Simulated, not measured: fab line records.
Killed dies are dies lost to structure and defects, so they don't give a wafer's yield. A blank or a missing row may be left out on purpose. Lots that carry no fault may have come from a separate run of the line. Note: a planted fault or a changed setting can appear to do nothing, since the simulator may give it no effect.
Matching of chambers -- flow nand harc -- NHARC_A_CHANNEL_FILL_D1_ALD_02 on ald hk-04: 4 sister chambers
The step deposits SiO2, target thk 6 nm, pulse time 10 s, ald cycles 60. 4 wafers are shown with their chamber, then 7 later ones without.

## WAFERS PAIRED WITH THEIR CHAMBERS
wafer,chamber,heater power w (W)
L389.1,0,407
L389.4,3,546
L391.4,1,549
L391.5,2,420

## WAFERS WITH NO CHAMBER GIVEN
wafer,heater power w (W)
L391.6,565
L393.1,410
L393.3,564
L393.4,545
L396.1,409
L396.2,549
L396.4,419

## CHAMBER TAKEN BY EACH
wafer,from the rows above,in truth
L391.6,can't be placed: 1 or 3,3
L393.1,can't be placed: 0 or 2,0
L393.3,can't be placed: 1 or 3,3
L393.4,can't be placed: 3 or 1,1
L396.1,can't be placed: 0 or 2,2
L396.2,can't be placed: 1 or 3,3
L396.4,can't be placed: 2 or 0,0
0 of 7 placed correctly. Cannot be placed on the basis of these rows: 7; the candidates contain the true chamber in 7. Placed wrongly: 0.
How it was worked out, from the rows above alone: a wafer's distance from a chamber is the root of the sum, over the readings, of the square of ((its reading less the chamber's mean) divided by the reading's scatter). The wafer belongs to the nearest chamber; if the next one is less than 2 further off, it can't be placed. The mean given for a chamber averages the wafers shown for that chamber. The scatter: root of mean squared gap, hidden wafer to nearest shown wafer, with one shown wafer a chamber.
